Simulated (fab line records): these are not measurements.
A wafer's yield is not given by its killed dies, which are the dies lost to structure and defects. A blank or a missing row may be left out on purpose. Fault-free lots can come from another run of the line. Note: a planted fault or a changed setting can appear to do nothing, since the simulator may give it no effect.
Chamber matching + flow n5Finfet + N5_BEOL_M8_PECVD_70 on pecvd-04: 3 sister chambers
The step deposits SiO2 from TEOS/O2, target thk 20 nm, time 22.7 s. 3 wafers are shown with their chamber, then 11 later ones without.

## EACH WAFER AND ITS CHAMBER
| wafer  | chamber | throttleValvePct (%) |
|--------|---------|----------------------|
| L087.4 | 2       | 22.4                 |
| L087.5 | 1       | 22.8                 |
| L086.2 | 0       | 22.1                 |

## WAFERS MISSING THEIR CHAMBER
| wafer  | throttleValvePct (%) |
|--------|----------------------|
| L086.5 | 22.4                 |
| L086.6 | 22.7                 |
| L091.2 | 22.4                 |
| L091.3 | 22.6                 |
| L091.6 | 22.3                 |
| L093.2 | 22.6                 |
| L093.3 | 22.6                 |
| L093.4 | 22.8                 |
| L097.3 | 23.1                 |
| L097.4 | 22.8                 |
| L097.5 | 22.4                 |

## THE CHAMBER EACH PASSED THROUGH
| wafer  | from the rows above     | in truth                   |
|--------|-------------------------|----------------------------|
| L086.5 | 2                       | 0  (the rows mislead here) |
| L086.6 | can't be placed: 1 or 2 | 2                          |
| L091.2 | 2                       | 2                          |
| L091.3 | can't be placed: 1 or 2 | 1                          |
| L091.6 | can't be placed: 2 or 0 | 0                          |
| L093.2 | can't be placed: 1 or 2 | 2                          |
| L093.3 | can't be placed: 1 or 2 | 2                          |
| L093.4 | 1                       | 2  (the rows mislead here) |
| L097.3 | 1                       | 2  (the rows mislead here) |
| L097.4 | 1                       | 1                          |
| L097.5 | 2                       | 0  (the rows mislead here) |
2 of 11 placed correctly. From these rows, 5 cannot be placed; in 5 the true chamber is one of the candidates. Number placed wrongly: 4.
How it was worked out, from the rows above alone: a wafer's distance from a chamber is the root of the sum, over the readings, of the square of ((its reading less the chamber's mean) divided by the reading's scatter). If the next closest chamber is less than 2 further off than the closest, the wafer can't be placed; otherwise it belongs to the closest. For every chamber, the mean is computed from those of its wafers that are shown. The scatter: with one shown wafer a chamber, the root of the mean of the squares of how far each hidden wafer lies from its nearest shown one.
